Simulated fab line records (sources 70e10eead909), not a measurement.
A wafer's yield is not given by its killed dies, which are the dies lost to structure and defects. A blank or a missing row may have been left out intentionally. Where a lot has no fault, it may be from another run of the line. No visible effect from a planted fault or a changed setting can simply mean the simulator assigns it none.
A struck lot beside a sound one / flow nand-harc / 32 steps out of a route of 1302
Sound: the wafers L383.2, L383.4, L383.6. Struck: wafers L372.2, L372.4, L372.5. The cause is given at the end.
At each step with rows: each side's tool, then ch and its chambers, then its first start. Under that, the readings that differ: sound wafers / struck wafers / difference of the means / sigmas: that difference in standard deviations of wafers without a fault.
alike: same words and numbers on both sides, and readings whose means sit less than 2 such deviations apart. not compared: any withheld reading, any reading some wafer has no value for, any bound like >300 that may hide the same value, and any number with overlapping values for which the record gives no deviation.
The two part at a step that has a row with sigmas, a row that says differs or no value, or rows on one side only. Numbers that have no deviation but don't overlap get no sigmas and don't part them. A reading missing from all wafers of one side parts the sides only when that side holds two or more wafers.

first, 5 steps without rows for these wafers: NHARC_A_ONON_D1_DEP_19 (target thk 1000 nm); NHARC_A_ONON_D1_DEP_22 (target thk 1000 nm); NHARC_A_ONON_D1_DEP_25 (target thk 1000 nm); NHARC_A_ONON_D1_DEP_28 (target thk 1000 nm); NHARC_A_ONON_D1_DEP_33 (deposits SiO2, target thk 200 nm).
NHARC_A_CHANNEL_HOLE_D1_DEP_00: deposits aC, target thk 3100 nm.
  sound on acl-dep-02 ch 0, day 17 01:27; struck on acl-dep-03 ch 0, day 12 06:32
  alike: throttle-valve-pct
then, 25 steps without rows for these wafers: NHARC_A_CHANNEL_HOLE_D1_DEP_01 (deposits SiON, target thk 140 nm); NHARC_A_CHANNEL_HOLE_D1_DEHYDRATE_02 (time 120 s); NHARC_A_CHANNEL_HOLE_D1_HMDS_03 (time 30 s); NHARC_A_CHANNEL_HOLE_D1_COAT_36 (time 75 s); NHARC_A_CHANNEL_HOLE_D1_COAT_37 (time 65 s); NHARC_A_CHANNEL_HOLE_D1_COAT_04 (resist thk 90 nm); NHARC_A_CHANNEL_HOLE_D1_SOFTBAKE_05 (time 55 s); NHARC_A_CHANNEL_HOLE_D1_EBR_06; NHARC_A_CHANNEL_HOLE_D1_EXPOSE_07 (exposes mask HOLE D1, target cd 100 nm); NHARC_A_CHANNEL_HOLE_D1_PEB_08 (peb time 65 s); NHARC_A_CHANNEL_HOLE_D1_DEVELOP_09 (develop time 35 s); NHARC_A_CHANNEL_HOLE_D1_DESCUM_15 (chemistry O2, time 3 s); NHARC_A_CHANNEL_HOLE_D1_ETCH_38 (etches the open film in CF4, target depth 39 nm, time 65 s); NHARC_A_CHANNEL_HOLE_D1_ETCH_39 (etches the open film in N2/H2, target depth 260 nm, time 325 s); NHARC_A_CHANNEL_HOLE_D1_ETCH_34 (etches the open film in CF4/CHF3, target depth 154 nm, time 77 s); NHARC_A_CHANNEL_HOLE_D1_ETCH_16 (etches the open film in O2/COS, target depth 3100 nm, time 806 s); NHARC_A_CHANNEL_HOLE_D1_ETCH_19 (etches the open film in C4F8/O2/Ar, time 34.5 s); NHARC_A_CHANNEL_HOLE_D1_ETCH_20 (etches the open film in C4F8/O2/Ar, time 361.9 s, target depth 1600 nm); NHARC_A_CHANNEL_HOLE_D1_ETCH_21 (etches the open film in C4F8/O2/Ar, time 514.3 s, target depth 1600 nm); NHARC_A_CHANNEL_HOLE_D1_ETCH_22 (etches the open film in C4F8/O2/Ar, time 666.7 s, target depth 1600 nm); NHARC_A_CHANNEL_HOLE_D1_ETCH_23 (etches the open film in C4F8/O2/Ar, time 819 s, target depth 1600 nm); NHARC_A_CHANNEL_HOLE_D1_ETCH_24 (etches the open film in C4F8/O2/Ar, time 906.2 s, target depth 1500 nm); NHARC_A_CHANNEL_HOLE_D1_ETCH_25 (etches the open film in C4F8/O2/Ar, time 1040.2 s, target depth 1500 nm); NHARC_A_CHANNEL_HOLE_D1_ETCH_26 (etches the open film in C4F8/O2/Ar, time 224.1 s, target depth 300 nm); NHARC_A_CHANNEL_HOLE_D1_ETCH_33 (etches the open film in C4F8/O2/Ar, time 90 s, target depth 400 nm).
-- the record jumps here: 17 days lie between the struck wafers' starts before and after (it left off in module A_CHANNEL_HOLE_D1 and takes up again in module END, whose first step shown is number 1302 of the route) --
NHARC_END_SORT_01:
  only the struck wafers appear in the record here, on prober-02 ch 0 at day 29 05:50; the sound ones have no rows

== WHERE THEY PART ==
At NHARC_END_SORT_01 and nowhere else, as far as this record goes.

WHY: the cause the simulator had injected
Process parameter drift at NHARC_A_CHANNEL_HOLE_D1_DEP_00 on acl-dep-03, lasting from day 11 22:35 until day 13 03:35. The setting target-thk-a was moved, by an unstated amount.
